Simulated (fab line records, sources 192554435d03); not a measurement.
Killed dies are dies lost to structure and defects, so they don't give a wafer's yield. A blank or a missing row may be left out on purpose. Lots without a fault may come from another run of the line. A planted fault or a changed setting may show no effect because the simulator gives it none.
A struck lot beside a sound one | flow n5_finfet | 16 steps out of a route of 1938
Sound: wafers L886.3, L886.4, L886.6. Struck: wafers L896.1, L896.4, L896.6. The cause comes at the end.
At each step with rows: each side's tool, then ch and its chambers, then its first start. Under that, the readings that differ: sound wafers | struck wafers | difference of the means | sigmas: that difference in standard deviations of wafers without a fault.
alike: readings whose means differ by less than 2 such deviations, and words and numbers that are the same on both sides. not compared: withheld readings, readings that some wafer has no value for, bounds like >300 that may hide the same value, and numbers for which the record gives no deviation and whose values overlap.
The two part at a step that has a row with sigmas, a row that says differs or no value, or rows on one side only. Numbers that don't overlap but have no deviation are shown without sigmas and don't part them. A reading that every wafer of one side lacks parts them only if that side has two wafers or more.

first, 2 steps without rows for these wafers: N5_BEOL_M3_STRIP_65 (strips in N2/H2); N5_BEOL_M3_STRIP_75 (strips in N2/H2).
N5_BEOL_M3_STRIP_66: strips in CF4.
  sound on rie_diel-02 ch 0,2, day 9 20:28; struck on rie_diel-01 ch 0,2, day 12 14:19
  reading                | sound             | struck            | difference | sigmas
  throttle_valve_pct (%) | 13.58 13.62 13.62 | 13.88 13.88 13.88 | +0.27      | +2
  alike: drypump_motor_current_A, oes_product_au, rf_vpp_V, showerhead_plenum_p_Torr
  not compared: rf_hours_counter_h
N5_BEOL_M3_HM_OPEN_17: chemistry Cl2/BCl3, target TiN, target depth 20 nm, overetch 6 nm.
  sound on rie_metal-02 ch 0,1, day 9 20:32; struck on rie_metal-01 ch 1, day 12 14:21
  alike: bcl3_flow_sccm, drypump_motor_current_A, oes_product_au, throttle_valve_pct
  not compared: rf_hours_counter_h
N5_BEOL_M3_STRIP_19: strips in O2.
  sound on rie_diel-02 ch 1,3, day 9 20:37; struck on rie_diel-01 ch 0,2, day 12 14:28
  alike: drypump_motor_current_A, oes_product_au, rf_vpp_V, showerhead_plenum_p_Torr, throttle_valve_pct
  not compared: rf_hours_counter_h
N5_BEOL_M3_CD_MEAS_18: pitch 36 nm, target cd 18 nm.
  sound on cd_sem-03, day 9 20:42; struck on cd_sem-02, day 12 14:32
  alike: cd_nm
then, 6 steps without rows for these wafers: N5_BEOL_M3_COAT_67 (time 60 s, resist thk 60 nm); N5_BEOL_M3_COAT_68 (time 60 s, resist thk 12 nm); N5_BEOL_M3_COAT_76 (time 60 s, resist thk 5 nm); N5_BEOL_M3_COAT_22 (resist thk 30 nm); N5_BEOL_M3_EBR_24; N5_BEOL_M3_SOFTBAKE_23 (time 60 s).
N5_BEOL_M3_EXPOSE_25: exposes mask V2, defocus 5 nm.
  sound on euv_scanner-01 ch 0, day 9 20:53; struck on euv_scanner-01 ch 0, day 12 14:50
  reading              | sound             | struck            | difference | sigmas
  exposure_dose_mJ_cm2 | 62.77 62.84 62.81 | 63.79 63.81 63.80 | +0.99      | +12
  alike: mask
then, 1 step without rows for these wafers: N5_BEOL_M3_PEB_26 (peb time 60 s).
N5_BEOL_M4_RC_MEAS_101:
  sound on prober-01 ch 0, day 10 20:33; struck on prober-02 ch 0, day 13 06:27
  reading       | sound          | struck         | difference | sigmas
  DIBL_N (mV/V) | 37.6 35.5 36.2 | 34.6 31.8 30.4 | -4.2       | -3
  ION_N (uA/um) | 697 671 683    | 666 655 650    | -27        | -2
  ION_P (uA/um) | 488 464 474    | 456 457 453    | -20        | -2
  alike: DIBL_P, IOFF_N, IOFF_P, SS_N, SS_P, VT_N, VT_P
N5_PASSIVATION_PROBE_49:
  the record has rows for the sound wafers here (prober-01, day 15 18:47) and none for the struck ones

WHERE THEY PART
First at N5_BEOL_M3_STRIP_66; last, within this record, at N5_PASSIVATION_PROBE_49.

WHY: what the simulator had put in
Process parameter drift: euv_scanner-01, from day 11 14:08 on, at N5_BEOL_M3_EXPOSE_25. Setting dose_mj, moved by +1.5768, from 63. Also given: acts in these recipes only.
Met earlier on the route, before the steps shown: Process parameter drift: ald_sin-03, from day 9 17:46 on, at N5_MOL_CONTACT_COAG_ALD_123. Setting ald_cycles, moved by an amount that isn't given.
